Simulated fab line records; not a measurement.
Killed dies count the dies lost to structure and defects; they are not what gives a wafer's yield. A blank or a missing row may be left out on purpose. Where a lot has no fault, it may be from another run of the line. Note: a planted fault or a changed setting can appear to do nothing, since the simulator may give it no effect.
fab line records / flow n5Finfet
record: lots: 5 wafers: 15 lastDay: 17
route steps=1938 shown BEOL_M4@1091
lots untouched by any fault: they come from a run of this same line in which no faults occurred
startH: the number of hours between the record's first day and the start of the first shown wafer of the lot / waitH: hours since the lot's step before / " repeats the value in the row above / L1.1+2: one row covering several wafers at once / - no value, or no start was given / * or withheld: withheld / < > ~ a bound
route shown NAME@n: a module of which the file shows steps, and the number in the route of the first / usual: mean and standard deviation over wafers with no fault / same: alike in all rows / chamber/n: place in a boat / sites: readings site by site / _std_site: their standard deviation / _edge_site: the outer-site mean with the inner-site mean subtracted / radiusMm: for every site, how far away it sits from the centre of the wafer / mask NAME#n: copy n / behind: the last tool/chamber to shape the wafer / hold: reason for holding the lot/hours on hold/outcome of the hold / device: transistor that didn't switch, given as n, p or np / end of line: tests run on the same wafers once the route is complete / a step given without rows: its recipe and nothing more / killed: not the wafer's yield, but the dies lost to structure and defects at the first sort / map: the dies of a wafer, with x for killed, . for not killed, _ for no die there
set.NAME: the setting as run; set.NAME@STEP: as run at that earlier step / model.NAME: the simulator's own value behind a step, which no gauge read
a table for each step, a row for each wafer; lots at some steps of the route
services: the hour from which a tool's chamber was out of use, counted from the record's first day as startH (under 0 if before that day), plus the number of hours and why
== steps ==
step: N5_BEOL_M4_ANNEAL_87
recipe: tempC: 400 timeS: 240 ambient: vacuum
step: N5_BEOL_M4_SPUTTER_88
recipe: material: Cu targetThkA: 45 tempC: -20 chamberPressurePa: 0.07 powerW: withheld timeS: 8.29
step: N5_BEOL_M4_ANNEAL_89
recipe: tempC: 400 timeS: 240 ambient: vacuum
step: N5_BEOL_M4_SPUTTER_90
recipe: material: Cu targetThkA: 45 tempC: -20 chamberPressurePa: 0.07 powerW: withheld timeS: 8.29
step: N5_BEOL_M4_ANNEAL_91
recipe: tempC: 400 timeS: 240 ambient: vacuum
usual: heaterPowerW: 812/80
lot.wafer=L438.2 tool=pvdSputter-02 chamber=- startH=175.03 waitH=0.0 heaterPowerW=792
lot.wafer=L438.5 tool=pvdSputter-02 chamber=- startH=175.03 waitH=0.0 heaterPowerW=837
lot.wafer=L438.6 tool=pvdSputter-02 chamber=- startH=175.03 waitH=0.0 heaterPowerW=796
lot.wafer=L449.1 tool=pvdSputter-02 chamber=- startH=246.67 waitH=0.0 heaterPowerW=849
lot.wafer=L449.2 tool=pvdSputter-02 chamber=- startH=246.67 waitH=0.0 heaterPowerW=817
lot.wafer=L449.5 tool=pvdSputter-02 chamber=- startH=246.67 waitH=0.0 heaterPowerW=836
lot.wafer=L451.1 tool=pvdSputter-03 chamber=- startH=253.34 waitH=0.0 heaterPowerW=808
lot.wafer=L451.2 tool=pvdSputter-03 chamber=- startH=253.34 waitH=0.0 heaterPowerW=894
lot.wafer=L451.3 tool=pvdSputter-03 chamber=- startH=253.34 waitH=0.0 heaterPowerW=659
lot.wafer=L458.3 tool=pvdSputter-03 chamber=- startH=304.35 waitH=0.0 heaterPowerW=822
lot.wafer=L458.4 tool=pvdSputter-03 chamber=- startH=304.35 waitH=0.0 heaterPowerW=763
lot.wafer=L458.5 tool=pvdSputter-03 chamber=- startH=304.35 waitH=0.0 heaterPowerW=653
lot.wafer=L459.2 tool=pvdSputter-01 chamber=- startH=319.54 waitH=0.0 heaterPowerW=849
lot.wafer=L459.4 tool=pvdSputter-01 chamber=- startH=319.54 waitH=0.0 heaterPowerW=916
lot.wafer=L459.6 tool=pvdSputter-01 chamber=- startH=319.54 waitH=0.0 heaterPowerW=894
step: N5_BEOL_M4_SPUTTER_92
recipe: material: Cu targetThkA: 45 tempC: -20 chamberPressurePa: 0.07 powerW: withheld timeS: 8.29
step: N5_BEOL_M4_ANNEAL_93
recipe: tempC: 400 timeS: 240 ambient: vacuum
step: N5_BEOL_M4_SPUTTER_94
recipe: material: Cu targetThkA: 45 tempC: -20 chamberPressurePa: 0.07 powerW: withheld timeS: 8.29
usual: throttleValvePct: 29.6/1.2
lot.wafer=L438.2 tool=pvdSputter-02 chamber=- startH=175.39 waitH=0.1 throttleValvePct=29.2
lot.wafer=L438.5 tool=pvdSputter-02 chamber=- startH=175.39 waitH=0.1 throttleValvePct=30.1
lot.wafer=L438.6 tool=pvdSputter-02 chamber=- startH=175.39 waitH=0.1 throttleValvePct=29.2
lot.wafer=L449.1 tool=pvdSputter-02 chamber=- startH=247.03 waitH=0.1 throttleValvePct=29.9
lot.wafer=L449.2 tool=pvdSputter-02 chamber=- startH=247.03 waitH=0.1 throttleValvePct=29.4
lot.wafer=L449.5 tool=pvdSputter-02 chamber=- startH=247.03 waitH=0.1 throttleValvePct=30.0
lot.wafer=L451.1 tool=pvdSputter-03 chamber=- startH=253.70 waitH=0.1 throttleValvePct=29.2
lot.wafer=L451.2 tool=pvdSputter-03 chamber=- startH=253.70 waitH=0.1 throttleValvePct=31.6
lot.wafer=L451.3 tool=pvdSputter-03 chamber=- startH=253.70 waitH=0.1 throttleValvePct=29.4
lot.wafer=L458.3 tool=pvdSputter-03 chamber=- startH=304.71 waitH=0.1 throttleValvePct=29.3
lot.wafer=L458.4 tool=pvdSputter-03 chamber=- startH=304.71 waitH=0.1 throttleValvePct=31.3
lot.wafer=L458.5 tool=pvdSputter-03 chamber=- startH=304.71 waitH=0.1 throttleValvePct=29.7
lot.wafer=L459.2 tool=pvdSputter-01 chamber=- startH=319.93 waitH=0.1 throttleValvePct=28.0
lot.wafer=L459.4 tool=pvdSputter-01 chamber=- startH=319.93 waitH=0.1 throttleValvePct=30.3
lot.wafer=L459.6 tool=pvdSputter-01 chamber=- startH=319.93 waitH=0.1 throttleValvePct=30.1
step: N5_BEOL_M4_ANNEAL_95
recipe: tempC: 400 timeS: 240 ambient: vacuum
usual: heaterPowerW: 811/80
lot.wafer=L438.2 tool=pvdSputter-02 chamber=- startH=175.47 waitH=0.0 heaterPowerW=811
lot.wafer=L438.5 tool=pvdSputter-02 chamber=- startH=175.47 waitH=0.0 heaterPowerW=846
lot.wafer=L438.6 tool=pvdSputter-02 chamber=- startH=175.47 waitH=0.0 heaterPowerW=808
lot.wafer=L449.1 tool=pvdSputter-02 chamber=- startH=247.11 waitH=0.0 heaterPowerW=823
lot.wafer=L449.2 tool=pvdSputter-02 chamber=- startH=247.11 waitH=0.0 heaterPowerW=811
lot.wafer=L449.5 tool=pvdSputter-02 chamber=- startH=247.11 waitH=0.0 heaterPowerW=829
lot.wafer=L451.1 tool=pvdSputter-03 chamber=- startH=253.78 waitH=0.0 heaterPowerW=810
lot.wafer=L451.2 tool=pvdSputter-03 chamber=- startH=253.78 waitH=0.0 heaterPowerW=856
lot.wafer=L451.3 tool=pvdSputter-03 chamber=- startH=253.78 waitH=0.0 heaterPowerW=639
lot.wafer=L458.3 tool=pvdSputter-03 chamber=- startH=304.79 waitH=0.0 heaterPowerW=806
lot.wafer=L458.4 tool=pvdSputter-03 chamber=- startH=304.79 waitH=0.0 heaterPowerW=766
lot.wafer=L458.5 tool=pvdSputter-03 chamber=- startH=304.79 waitH=0.0 heaterPowerW=635
lot.wafer=L459.2 tool=pvdSputter-01 chamber=- startH=320.01 waitH=0.0 heaterPowerW=879
lot.wafer=L459.4 tool=pvdSputter-01 chamber=- startH=320.01 waitH=0.0 heaterPowerW=895
lot.wafer=L459.6 tool=pvdSputter-01 chamber=- startH=320.01 waitH=0.0 heaterPowerW=889
step: N5_BEOL_M4_SPUTTER_96
recipe: material: Cu targetThkA: 45 tempC: -20 chamberPressurePa: 0.07 powerW: withheld timeS: 8.29
usual: throttleValvePct: 29.6/1.2
lot.wafer=L438.2 tool=pvdSputter-02 chamber=- startH=175.61 waitH=0.1 throttleValvePct=29.5
lot.wafer=L438.5 tool=pvdSputter-02 chamber=- startH=175.61 waitH=0.1 throttleValvePct=30.1
lot.wafer=L438.6 tool=pvdSputter-02 chamber=- startH=175.61 waitH=0.1 throttleValvePct=29.4
lot.wafer=L449.1 tool=pvdSputter-02 chamber=- startH=247.25 waitH=0.1 throttleValvePct=30.0
lot.wafer=L449.2 tool=pvdSputter-02 chamber=- startH=247.25 waitH=0.1 throttleValvePct=29.3
lot.wafer=L449.5 tool=pvdSputter-02 chamber=- startH=247.25 waitH=0.1 throttleValvePct=30.0
lot.wafer=L451.1 tool=pvdSputter-03 chamber=- startH=253.92 waitH=0.1 throttleValvePct=29.2
lot.wafer=L451.2 tool=pvdSputter-03 chamber=- startH=253.92 waitH=0.1 throttleValvePct=31.8
lot.wafer=L451.3 tool=pvdSputter-03 chamber=- startH=253.92 waitH=0.1 throttleValvePct=29.4
lot.wafer=L458.3 tool=pvdSputter-03 chamber=- startH=304.93 waitH=0.1 throttleValvePct=29.0
lot.wafer=L458.4 tool=pvdSputter-03 chamber=- startH=304.93 waitH=0.1 throttleValvePct=30.9
lot.wafer=L458.5 tool=pvdSputter-03 chamber=- startH=304.93 waitH=0.1 throttleValvePct=29.6
lot.wafer=L459.2 tool=pvdSputter-01 chamber=- startH=320.16 waitH=0.1 throttleValvePct=28.2
lot.wafer=L459.4 tool=pvdSputter-01 chamber=- startH=320.16 waitH=0.1 throttleValvePct=30.2
lot.wafer=L459.6 tool=pvdSputter-01 chamber=- startH=320.16 waitH=0.1 throttleValvePct=30.2
step: N5_BEOL_M4_ECD_50
recipe: material: Cu targetThkA: 3000
step: N5_BEOL_M4_ANNEAL_51
recipe: tempC: 225 timeS: 90 ambient: N2
usual: wafer_temp_C_max: 225.73/0.22
lot.wafer=L438.2 tool=rtpAnneal-01 chamber=0 startH=175.85 waitH=0.1 wafer_temp_C_max=225.23
lot.wafer=L438.5 tool=rtpAnneal-01 chamber=0 startH=175.85 waitH=0.1 wafer_temp_C_max=225.52
lot.wafer=L438.6 tool=rtpAnneal-01 chamber=0 startH=175.85 waitH=0.1 wafer_temp_C_max=226.01
lot.wafer=L449.1 tool=rtpAnneal-01 chamber=0 startH=247.45 waitH=0.1 wafer_temp_C_max=225.53
lot.wafer=L449.2 tool=rtpAnneal-01 chamber=0 startH=247.45 waitH=0.1 wafer_temp_C_max=225.69
lot.wafer=L449.5 tool=rtpAnneal-01 chamber=0 startH=247.45 waitH=0.1 wafer_temp_C_max=225.65
lot.wafer=L451.1 tool=rtpAnneal-02 chamber=0 startH=254.11 waitH=0.1 wafer_temp_C_max=225.81
lot.wafer=L451.2 tool=rtpAnneal-02 chamber=0 startH=254.11 waitH=0.1 wafer_temp_C_max=225.97
lot.wafer=L451.3 tool=rtpAnneal-02 chamber=0 startH=254.11 waitH=0.1 wafer_temp_C_max=225.83
lot.wafer=L458.3 tool=rtpAnneal-01 chamber=0 startH=305.22 waitH=0.1 wafer_temp_C_max=225.70
lot.wafer=L458.4 tool=rtpAnneal-01 chamber=0 startH=305.22 waitH=0.1 wafer_temp_C_max=225.61
lot.wafer=L458.5 tool=rtpAnneal-01 chamber=0 startH=305.22 waitH=0.1 wafer_temp_C_max=225.81
lot.wafer=L459.2 tool=rtpAnneal-01 chamber=0 startH=320.59 waitH=0.3 wafer_temp_C_max=225.61
lot.wafer=L459.4 tool=rtpAnneal-01 chamber=0 startH=320.59 waitH=0.3 wafer_temp_C_max=225.32
lot.wafer=L459.6 tool=rtpAnneal-01 chamber=0 startH=320.59 waitH=0.3 wafer_temp_C_max=225.83
step: N5_BEOL_M4_CMP_52
recipe: stopOn: SiOC tOverpolishS: 6.8 downForcePsi: 1 platenRpm: 50 clearingPlatenDownForcePsi: 1.5 clearingPlatenRpm: 50 postCmpClean: cuAlkaline targetThkNm: 40 clearingPlatenPadVelocityMS: 0.99484 padVelocityMS: 0.99484
usual: barrierFieldEndpointS: 24.5/0.76 motorCurrentA: 5.8/0.47 overpolishRunS: 6.801/0.0096 padLifeWafers: 1192/660 timeToEndpointS: 62/3.8
lot.wafer=L438.2 tool=cmp-03 chamber=1 startH=176.10 waitH=0.2 barrierFieldEndpointS=25.1 motorCurrentA=5.2 overpolishRunS=6.800 padLifeWafers=2130 timeToEndpointS=66 model.Cu_of_BEOL_M4_ECD_50.thkNm=40.2 model.SiOC_of_BEOL_M4_ILD_DEP_00.thkNm=76.6
lot.wafer=L438.5 tool=cmp-03 chamber=1 startH=176.10 waitH=0.2 barrierFieldEndpointS=25.6 motorCurrentA=5.1 overpolishRunS=6.798 padLifeWafers=- timeToEndpointS=67 model.Cu_of_BEOL_M4_ECD_50.thkNm=40.4 model.SiOC_of_BEOL_M4_ILD_DEP_00.thkNm=76.6
lot.wafer=L438.6 tool=cmp-03 chamber=2 startH=176.10 waitH=0.2 barrierFieldEndpointS=25.2 motorCurrentA=6.2 overpolishRunS=6.821 padLifeWafers=- timeToEndpointS=63 model.Cu_of_BEOL_M4_ECD_50.thkNm=41 model.SiOC_of_BEOL_M4_ILD_DEP_00.thkNm=77
lot.wafer=L449.1 tool=cmp-02 chamber=3 startH=247.74 waitH=0.3 barrierFieldEndpointS=24.3 motorCurrentA=5.4 overpolishRunS=6.817 padLifeWafers=1656 timeToEndpointS=62 model.Cu_of_BEOL_M4_ECD_50.thkNm=39 model.SiOC_of_BEOL_M4_ILD_DEP_00.thkNm=75
lot.wafer=L449.2 tool=cmp-02 chamber=0 startH=247.74 waitH=0.3 barrierFieldEndpointS=23.8 motorCurrentA=5.3 overpolishRunS=6.789 padLifeWafers=1657 timeToEndpointS=62 model.Cu_of_BEOL_M4_ECD_50.thkNm=38 model.SiOC_of_BEOL_M4_ILD_DEP_00.thkNm=75
lot.wafer=L449.5 tool=cmp-02 chamber=3 startH=247.74 waitH=0.3 barrierFieldEndpointS=24.5 motorCurrentA=5.3 overpolishRunS=6.803 padLifeWafers=- timeToEndpointS=56 model.Cu_of_BEOL_M4_ECD_50.thkNm=39 model.SiOC_of_BEOL_M4_ILD_DEP_00.thkNm=75.6
lot.wafer=L451.2 tool=cmp-02 chamber=3 startH=254.45 waitH=0.2 barrierFieldEndpointS=23.1 motorCurrentA=5.2 overpolishRunS=6.799 padLifeWafers=1723 timeToEndpointS=57 model.Cu_of_BEOL_M4_ECD_50.thkNm=40.6 model.SiOC_of_BEOL_M4_ILD_DEP_00.thkNm=74.6
lot.wafer=L451.1 tool=cmp-02 chamber=0 startH=254.45 waitH=0.2 barrierFieldEndpointS=13.1 motorCurrentA=5.9 overpolishRunS=6.780 padLifeWafers=1724 timeToEndpointS=33 model.Cu_of_BEOL_M4_ECD_50.thkNm=36.8 model.SiOC_of_BEOL_M4_ILD_DEP_00.thkNm=71.6
lot.wafer=L451.3 tool=cmp-02 chamber=1 startH=254.45 waitH=0.2 barrierFieldEndpointS=23.3 motorCurrentA=5.1 overpolishRunS=6.809 padLifeWafers=1725 timeToEndpointS=57 model.Cu_of_BEOL_M4_ECD_50.thkNm=38.8 model.SiOC_of_BEOL_M4_ILD_DEP_00.thkNm=75.4
lot.wafer=L458.4 tool=cmp-03 chamber=2 startH=305.42 waitH=0.1 barrierFieldEndpointS=25.8 motorCurrentA=6.1 overpolishRunS=6.795 padLifeWafers=978 timeToEndpointS=65 model.Cu_of_BEOL_M4_ECD_50.thkNm=41 model.SiOC_of_BEOL_M4_ILD_DEP_00.thkNm=75.2
lot.wafer=L458.3 tool=cmp-03 chamber=1 startH=305.42 waitH=0.1 barrierFieldEndpointS=24.7 motorCurrentA=5.5 overpolishRunS=6.805 padLifeWafers=981 timeToEndpointS=61 model.Cu_of_BEOL_M4_ECD_50.thkNm=40.6 model.SiOC_of_BEOL_M4_ILD_DEP_00.thkNm=74.4
lot.wafer=L458.5 tool=cmp-03 chamber=3 startH=305.42 waitH=0.1 barrierFieldEndpointS=25.4 motorCurrentA=5.6 overpolishRunS=6.806 padLifeWafers=- timeToEndpointS=66 model.Cu_of_BEOL_M4_ECD_50.thkNm=40.2 model.SiOC_of_BEOL_M4_ILD_DEP_00.thkNm=76.4
lot.wafer=L459.4 tool=cmp-03 chamber=0 startH=320.84 waitH=0.1 barrierFieldEndpointS=25.5 motorCurrentA=6.1 overpolishRunS=6.810 padLifeWafers=1098 timeToEndpointS=64 model.Cu_of_BEOL_M4_ECD_50.thkNm=39.4 model.SiOC_of_BEOL_M4_ILD_DEP_00.thkNm=78
lot.wafer=L459.2 tool=cmp-03 chamber=2 startH=320.84 waitH=0.1 barrierFieldEndpointS=25.7 motorCurrentA=5.8 overpolishRunS=6.810 padLifeWafers=1100 timeToEndpointS=69 model.Cu_of_BEOL_M4_ECD_50.thkNm=41.2 model.SiOC_of_BEOL_M4_ILD_DEP_00.thkNm=75.4
lot.wafer=L459.6 tool=cmp-03 chamber=0 startH=320.84 waitH=0.1 barrierFieldEndpointS=25.2 motorCurrentA=6.3 overpolishRunS=6.801 padLifeWafers=- timeToEndpointS=66 model.Cu_of_BEOL_M4_ECD_50.thkNm=40.4 model.SiOC_of_BEOL_M4_ILD_DEP_00.thkNm=76.8
== services ==
tool=cmp-03 chamber=- startH=178.06 hours=4.0 kind=pm
tool=cmp-03 chamber=- startH=182.06 hours=- kind=consumableReplace:conditioner
tool=cmp-03 chamber=- startH=182.06 hours=- kind=consumableReplace:pad
tool=cmp-02 chamber=- startH=196.25 hours=2.8 kind=repair
tool=cmp-02 chamber=- startH=258.45 hours=4.3 kind=repair
tool=cmp-02 chamber=- startH=267.14 hours=0.2 kind=repair
tool=cmp-02 chamber=- startH=300.52 hours=4.0 kind=pm
tool=cmp-02 chamber=- startH=304.52 hours=- kind=consumableReplace:conditioner
tool=cmp-02 chamber=- startH=304.52 hours=- kind=consumableReplace:pad
== key ==
firstSign: step: N5_BEOL_M4_CMP_52 reading: barrierFieldEndpointS direction: down sigmas: 15 usual: 24.5 struck: 13.1
effect: step: N5_BEOL_M4_CMP_52 reading: timeToEndpointS direction: down sigmas: 7.6 usual: * struck: *
modelEffect: step: N5_BEOL_M4_CMP_52 value: Cu_of_BEOL_M4_ECD_50.thkNm without: 39.2 struck: 36.8
metAt N5_BEOL_M4_CMP_52
struckWafers L451.1
onsetBetween 247.74 254.45
fault: kind: processParameterDrift tool: cmp-02 chamber: 0 onsetH: 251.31 steps: N5_BEOL_M4_CMP_52 channel: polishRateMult offset: 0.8 shape: step endH: 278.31
